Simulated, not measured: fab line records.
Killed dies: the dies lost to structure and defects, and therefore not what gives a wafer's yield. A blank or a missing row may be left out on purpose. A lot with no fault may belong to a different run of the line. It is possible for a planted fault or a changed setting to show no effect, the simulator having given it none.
fab line records + flow n5Finfet + part 2 of 2: steps 21 to 27 of 27
[record]
- lots = 5
- wafers = 15
- lastDay = 18
route steps=1938 shown BEOL_M9@1420
lots that met no fault: taken from a fault-free run of the same line
startH: hours from the record's opening day to when the first of the lot's shown wafers began + waitH: how many hours have passed since the lot's step before this one + " as in the row above + L1.1+2: one row covering several wafers at once + - no value present, or no start provided + * or withheld: withheld + < > ~ a bound
route shown NAME@n: a module of which the file shows steps, and the number in the route of the first + usual: the fault-free wafers' mean and standard deviation + same: alike in all rows + chamber/n: place in a boat + sites: the reading at each site + _std_site: the standard deviation of these + _edge_site: inner sites' mean taken away from outer sites' mean + radiusMm: for every site, how far away it sits from the centre of the wafer + mask NAME#n: copy n + behind: the most recent tool/chamber to have shaped the wafer + hold: cause of the lot's hold/its duration in hours/its outcome + device: which transistor (n, p or np) failed to switch + end of line: tests run on the same wafers once the route is complete + a step with no rows: only its recipe + killed: dies lost to structure and defects at the first sort, not the wafer's yield + map: per-die view of a wafer (x killed, . not killed, _ where there is no die)
set.NAME: setting as actually run; set.NAME@STEP: the setting as run at that earlier step + model.NAME: the simulator's own value behind a step, which no gauge read
certain route steps with their lots: each step a table, each wafer a row
services: the hour from which a tool's chamber was out of use, counted from the record's first day as startH (under 0 if before that day), plus the number of hours and why
[[steps]]
[step N5_BEOL_M9_ETCH_66]
[recipe]
- chemistry = N2/H2
- target = SOC
- targetDepthA = 800
- overetchA = 160
- maskMaterial = SiARC
- tempC = 40
- timeS = 120
- ionEnergyEv = 200
- pressureMtorr = 30
- sourceW = 840
- biasW = 150
- n2FlowSccm = 200
- h2FlowSccm = 200
[usual]
- drypumpMotorCurrentA = 5.9/0.4
- n2FlowSccm = 199.9/0.59
- oesProductAu = 0.60/0.066
- rfVppV = 524.3/2.1
- showerheadPlenumPTorr = 2.56/0.07
- throttleValvePct = 17.83/0.27
| lot.wafer | tool       | chamber | startH | waitH | drypumpMotorCurrentA | n2FlowSccm | oesProductAu | rfHoursCounterH | rfVppV | showerheadPlenumPTorr | throttleValvePct |
|-----------|------------|---------|--------|-------|----------------------|------------|--------------|-----------------|--------|-----------------------|------------------|
| L078.2    | rieDiel-06 | 3       | 251.62 | 0.0   | 6.0                  | 199.6      | 0.53         | 220             | 519.6  | 2.42                  | 18.17            |
| L078.3    | "          | 1       | "      | "     | 5.3                  | 200.3      | 0.56         | 162             | 522.9  | 2.54                  | 17.98            |
| L078.5    | "          | 2       | "      | "     | 5.5                  | 199.8      | 0.61         | -               | 521.9  | 2.46                  | 17.77            |
| L081.1    | rieDiel-04 | 1       | 259.62 | 0.0   | 6.3                  | 199.4      | 0.56         | 168             | 526.9  | 2.63                  | 17.71            |
| L081.3    | "          | 3       | "      | "     | 5.3                  | 199.8      | 0.55         | 210             | 525.6  | 2.63                  | 18.18            |
| L081.4    | "          | 0       | "      | "     | 6.1                  | 200.2      | 0.63         | 90              | 525.3  | 2.58                  | 17.50            |
| L083.2    | rieDiel-03 | 1       | 286.54 | 0.0   | 5.8                  | 200.3      | 0.53         | 231             | 525.5  | 2.63                  | 18.08            |
| L083.5    | "          | 3       | "      | "     | 6.3                  | 200.0      | 0.68         | -               | 525.1  | 2.59                  | 17.38            |
| L083.6    | "          | 0       | "      | "     | 6.2                  | 200.5      | 0.72         | -               | 526.6  | 2.61                  | 17.82            |
| L092.1    | rieDiel-04 | 1       | 331.53 | 0.0   | 6.3                  | 199.8      | 0.55         | 191             | 527.5  | 2.62                  | 17.73            |
| L092.2    | "          | 3       | "      | "     | 5.4                  | 200.7      | 0.55         | 233             | 526.9  | 2.62                  | 18.23            |
| L092.3    | "          | 2       | "      | "     | 6.5                  | 199.6      | 0.70         | 22              | 525.8  | 2.61                  | 17.81            |
| L096.1    | rieDiel-04 | 1       | 365.40 | 0.0   | 6.3                  | 200.6      | 0.54         | 202             | 526.8  | 2.62                  | 17.76            |
| L096.3    | "          | 2       | "      | "     | 6.4                  | 199.8      | 0.68         | 32              | 525.8  | 2.60                  | 17.83            |
| L096.5    | "          | 1       | "      | "     | 6.3                  | 199.3      | 0.55         | -               | 525.9  | 2.62                  | 17.75            |
[step N5_BEOL_M9_STRIP_69]
[recipe]
- chemistry = N2/H2
- tempC = 40
- n2FlowSccm = 200
- h2FlowSccm = 200
- rfFrequencyHz = 6e+07
| lot.wafer  | tool       | chamber | startH | waitH |
|------------|------------|---------|--------|-------|
| L078.2+3+5 | rieDiel-06 | 3,1,2   | 251.70 | 0.0   |
| L081.1+3+4 | rieDiel-04 | 1,3,0   | 259.70 | 0.0   |
| L083.2+5+6 | rieDiel-03 | 1,3,0   | 286.62 | 0.0   |
| L092.1+2+3 | rieDiel-04 | 1,3,2   | 331.61 | 0.0   |
| L096.1+3+5 | rieDiel-04 | 1,2,1   | 365.48 | 0.0   |
[step N5_BEOL_M9_STRIP_77]
[recipe]
- chemistry = N2/H2
- tempC = 40
- n2FlowSccm = 200
- h2FlowSccm = 200
- rfFrequencyHz = 6e+07
| lot.wafer  | tool       | chamber | startH | waitH |
|------------|------------|---------|--------|-------|
| L078.2+3+5 | rieDiel-06 | 3,1,2   | 251.71 | 0.0   |
| L081.1+3+4 | rieDiel-04 | 1,3,0   | 259.71 | 0.0   |
| L083.2+5+6 | rieDiel-03 | 1,3,0   | 286.63 | 0.0   |
| L092.1+2+3 | rieDiel-04 | 1,3,2   | 331.62 | 0.0   |
| L096.1+3+5 | rieDiel-04 | 1,2,1   | 365.49 | 0.0   |
[step N5_BEOL_M9_VIA_ETCH_34]
[recipe]
- chemistry = C4F6/O2
- target = SiCOH_lowk
- targetDepthA = 1824
- maskMaterial = SOC
- taperDeg = 4
- timeS = 68.4
- ionEnergyEv = 250
- pressureMtorr = 30
- sourceW = 345
- biasW = 185
- Ar_flow_sccm = 300
- C4F6_flow_sccm = 10
- O2_flow_sccm = 10
[usual]
- drypumpMotorCurrentA = 5.9/0.4
- oes_ar_750_au = 0.78/0.087
- oesProductAu = 0.78/0.094
- rfVppV = 666/9.5
- showerheadPlenumPTorr = 2.87/0.077
- throttleValvePct = 20.93/0.3
| lot.wafer | tool       | chamber | startH | waitH | drypumpMotorCurrentA | oes_ar_750_au | oesProductAu | rfHoursCounterH | rfVppV | showerheadPlenumPTorr | throttleValvePct |
|-----------|------------|---------|--------|-------|----------------------|---------------|--------------|-----------------|--------|-----------------------|------------------|
| L078.2    | rieDiel-06 | 3       | 251.72 | 0.0   | 6.0                  | 0.69          | 0.68         | 220             | 650    | 2.70                  | 21.18            |
| L078.3    | "          | 1       | "      | "     | 5.3                  | 0.73          | 0.71         | 162             | 650    | 2.86                  | 21.08            |
| L078.5    | "          | 2       | "      | "     | 5.5                  | 0.80          | 0.79         | -               | 660    | 2.75                  | 20.83            |
| L081.1    | rieDiel-04 | 1       | 259.72 | 0.0   | 6.3                  | 0.74          | 0.72         | 168             | 665    | 2.98                  | 21.07            |
| L081.3    | "          | 3       | "      | "     | 5.3                  | 0.72          | 0.71         | 210             | 663    | 2.93                  | 21.23            |
| L081.4    | "          | 0       | "      | "     | 6.1                  | 0.82          | 0.82         | 90              | 683    | 2.86                  | 20.42            |
| L083.2    | rieDiel-03 | 1       | 286.64 | 0.0   | 5.7                  | 0.66          | 0.67         | 231             | 657    | 2.92                  | 21.06            |
| L083.5    | "          | 3       | "      | "     | 6.3                  | 0.87          | 0.87         | -               | 669    | 2.89                  | 20.45            |
| L083.6    | "          | 0       | "      | "     | 6.2                  | 0.94          | 0.95         | -               | 674    | 2.91                  | 20.92            |
| L092.1    | rieDiel-04 | 1       | 331.63 | 0.0   | 6.3                  | 0.72          | 0.70         | 191             | 662    | 2.97                  | 21.10            |
| L092.2    | "          | 3       | "      | "     | 5.4                  | 0.71          | 0.71         | 233             | 662    | 2.92                  | 21.30            |
| L092.3    | "          | 2       | "      | "     | 6.4                  | 0.92          | 0.92         | 22              | 670    | 2.89                  | 20.85            |
| L096.1    | rieDiel-04 | 1       | 365.50 | 0.0   | 6.3                  | 0.71          | 0.70         | 202             | 663    | 2.97                  | 21.11            |
| L096.3    | "          | 2       | "      | "     | 6.4                  | 0.89          | 0.91         | 32              | 670    | 2.89                  | 20.86            |
| L096.5    | "          | 1       | "      | "     | 6.3                  | 0.70          | 0.70         | -               | 662    | 2.97                  | 21.11            |
[step N5_BEOL_M9_STRIP_73]
[recipe]
- chemistry = C4F6/O2
- resist = SiARC
- rfFrequencyHz = 6e+07
| lot.wafer  | tool       | chamber | startH | waitH |
|------------|------------|---------|--------|-------|
| L078.2+3+5 | rieDiel-06 | 3,1,2   | 251.77 | 0.0   |
| L081.1+3+4 | rieDiel-04 | 1,3,0   | 259.77 | 0.0   |
| L083.2+5+6 | rieDiel-03 | 1,3,0   | 286.69 | 0.0   |
| L092.1+2+3 | rieDiel-04 | 1,3,2   | 331.68 | 0.0   |
| L096.1+3+5 | rieDiel-04 | 1,2,1   | 365.55 | 0.0   |
[step N5_BEOL_M9_STRIP_36]
[recipe]
- chemistry = N2/H2
- powerW = 450
- tempC = 40
- pressureMtorr = 20
- rfFrequencyHz = 6e+07
- overashFraction = 0.3
- biasPowerW = 7
- h2Frac = 0.5
- n2FlowSccm = 200
- h2FlowSccm = 200
[usual]
- drypumpMotorCurrentA = 5.9/0.41
- n2FlowSccm = 199.9/0.63
- oesProductAu = 0.78/0.093
- rfVppV = 59.1/1.3
- showerheadPlenumPTorr = 2.56/0.07
- throttleValvePct = 23.62/0.3
| lot.wafer | tool       | chamber | startH | waitH | drypumpMotorCurrentA | n2FlowSccm | oesProductAu | rfHoursCounterH | rfVppV | showerheadPlenumPTorr | throttleValvePct |
|-----------|------------|---------|--------|-------|----------------------|------------|--------------|-----------------|--------|-----------------------|------------------|
| L078.2    | rieDiel-06 | 3       | 251.78 | 0.0   | 6.0                  | 199.6      | 0.69         | 220             | 56.9   | 2.41                  | 23.90            |
| L078.3    | "          | 1       | "      | "     | 5.3                  | 200.4      | 0.74         | 162             | 59.5   | 2.54                  | 24.02            |
| L078.5    | "          | 2       | "      | "     | 5.5                  | 199.4      | 0.77         | -               | 58.7   | 2.46                  | 23.48            |
| L081.1    | rieDiel-04 | 1       | 259.78 | 0.0   | 6.3                  | 200.5      | 0.74         | 168             | 59.0   | 2.63                  | 23.32            |
| L081.3    | "          | 3       | "      | "     | 5.4                  | 200.3      | 0.72         | 210             | 59.7   | 2.62                  | 23.95            |
| L081.4    | "          | 0       | "      | "     | 6.1                  | 200.1      | 0.82         | 90              | 60.3   | 2.58                  | 23.37            |
| L083.2    | rieDiel-03 | 1       | 286.70 | 0.0   | 5.8                  | 198.9      | 0.67         | 231             | 60.1   | 2.62                  | 23.88            |
| L083.5    | "          | 3       | "      | "     | 6.3                  | 199.2      | 0.90         | -               | 59.2   | 2.59                  | 23.08            |
| L083.6    | "          | 0       | "      | "     | 6.2                  | 199.6      | 0.96         | -               | 60.0   | 2.60                  | 23.73            |
| L092.1    | rieDiel-04 | 1       | 331.69 | 0.0   | 6.3                  | 200.9      | 0.71         | 191             | 58.0   | 2.62                  | 23.33            |
| L092.2    | "          | 3       | "      | "     | 5.3                  | 200.5      | 0.71         | 233             | 58.6   | 2.61                  | 23.96            |
| L092.3    | "          | 2       | "      | "     | 6.4                  | 200.3      | 0.93         | 22              | 58.9   | 2.60                  | 23.66            |
| L096.1    | rieDiel-04 | 1       | 365.56 | 0.0   | 6.3                  | 200.2      | 0.71         | 202             | 57.8   | 2.61                  | 23.35            |
| L096.3    | "          | 2       | "      | "     | 6.4                  | 199.8      | 0.90         | 32              | 58.1   | 2.60                  | 23.68            |
| L096.5    | "          | 1       | "      | "     | 6.3                  | 200.1      | 0.70         | -               | 58.5   | 2.61                  | 23.36            |
[step N5_BEOL_M9_TRENCH_ETCH_37]
[recipe]
- chemistry = C4F6/O2
- targetDepthA = 1514.3
- target = SiCOH_lowk
- timeS = 49
- ionEnergyEv = 250
- pressureMtorr = 30
- sourceW = 345
- biasW = 185
- Ar_flow_sccm = 300
- C4F6_flow_sccm = 10
- O2_flow_sccm = 10
[usual]
- drypumpMotorCurrentA = 5.9/0.41
- oes_ar_750_au = 0.78/0.087
- oesProductAu = 0.78/0.094
- rfVppV = 666/9.5
- showerheadPlenumPTorr = 2.87/0.077
- throttleValvePct = 20.96/0.3
| lot.wafer | tool       | chamber | startH | waitH | drypumpMotorCurrentA | oes_ar_750_au | oesProductAu | rfHoursCounterH | rfVppV | showerheadPlenumPTorr | throttleValvePct |
|-----------|------------|---------|--------|-------|----------------------|---------------|--------------|-----------------|--------|-----------------------|------------------|
| L078.2    | rieDiel-06 | 3       | -      | -     | 6.0                  | 0.69          | 0.68         | 220             | 649    | 2.70                  | 21.22            |
| L078.3    | "          | 1       | "      | "     | 5.3                  | 0.73          | 0.73         | 162             | 649    | 2.86                  | 21.10            |
| L078.5    | "          | 2       | "      | "     | 5.5                  | 0.81          | 0.79         | -               | 660    | 2.75                  | 20.85            |
| L081.1    | rieDiel-04 | 1       | -      | -     | 6.3                  | 0.73          | 0.73         | 168             | 665    | 2.98                  | 21.07            |
| L081.3    | "          | 3       | "      | "     | 5.3                  | 0.71          | 0.72         | 211             | 662    | 2.93                  | 21.27            |
| L081.4    | "          | 0       | "      | "     | 6.1                  | 0.82          | 0.82         | 90              | 683    | 2.86                  | 20.43            |
| L083.2    | rieDiel-03 | 1       | -      | -     | 5.7                  | 0.67          | 0.67         | 231             | 657    | 2.92                  | 21.06            |
| L083.5    | "          | 3       | "      | "     | 6.3                  | 0.87          | 0.87         | -               | 669    | 2.89                  | 20.48            |
| L083.6    | "          | 0       | "      | "     | 6.2                  | 0.94          | 0.96         | -               | 672    | 2.91                  | 20.92            |
| L092.1    | rieDiel-04 | 1       | -      | -     | 6.4                  | 0.72          | 0.70         | 191             | 665    | 2.97                  | 21.11            |
| L092.2    | "          | 3       | "      | "     | 5.3                  | 0.70          | 0.70         | 233             | 662    | 2.92                  | 21.29            |
| L092.3    | "          | 2       | "      | "     | 6.4                  | 0.91          | 0.92         | 22              | 672    | 2.89                  | 20.88            |
| L096.1    | rieDiel-04 | 1       | -      | -     | 6.4                  | 0.71          | 0.69         | 202             | 664    | 2.97                  | 21.15            |
| L096.3    | "          | 2       | "      | "     | 6.4                  | 0.89          | 0.90         | 32              | 670    | 2.89                  | 20.89            |
| L096.5    | "          | 1       | "      | "     | 6.4                  | 0.71          | 0.70         | -               | 664    | 2.97                  | 21.13            |
[[services]]
| tool          | chamber | startH | hours | kind                         |
|---------------|---------|--------|-------|------------------------------|
| rieDiel-04    | 2       | 234.06 | -     | clean                        |
| rieDiel-04    | 2       | 234.06 | -     | consumableReplace:focusRing  |
| rieDiel-04    | 2       | 234.06 | 14.5  | scheduledDown                |
| rieDiel-04    | 2       | 234.06 | 14.5  | ventCycle                    |
| euvScanner-01 | -       | 234.26 | 1.0   | pm                           |
| euvScanner-01 | -       | 250.23 | 1.5   | repair                       |
| euvScanner-02 | -       | 263.33 | 1.0   | pm                           |
| euvScanner-01 | -       | 265.31 | 8.6   | repair                       |
| rieDiel-03    | -       | 272.06 | 0.8   | repair                       |
| euvScanner-01 | -       | 290.41 | 1.0   | pm                           |
| rieDiel-03    | 3       | 317.24 | 8.8   | repair                       |
| euvScanner-02 | -       | 319.48 | 1.0   | pm                           |
| euvScanner-01 | -       | 320.92 | 0.7   | repair                       |
| rieDiel-04    | 3       | 334.18 | 5.4   | repair                       |
| euvScanner-01 | -       | 338.03 | 0.6   | repair                       |
| rieMetal-03   | 0       | 338.21 | 3.2   | repair                       |
| rieDiel-06    | 3       | 342.84 | -     | clean                        |
| rieDiel-06    | 3       | 342.84 | -     | consumableReplace:esc        |
| rieDiel-06    | 3       | 342.84 | -     | consumableReplace:focusRing  |
| rieDiel-06    | 3       | 342.84 | -     | consumableReplace:showerhead |
| rieDiel-06    | 3       | 342.84 | 36.3  | scheduledDown                |
| rieDiel-06    | 3       | 342.84 | 36.3  | ventCycle                    |
| euvScanner-01 | -       | 346.56 | 1.0   | pm                           |
| rieDiel-03    | 1       | 354.41 | -     | clean                        |
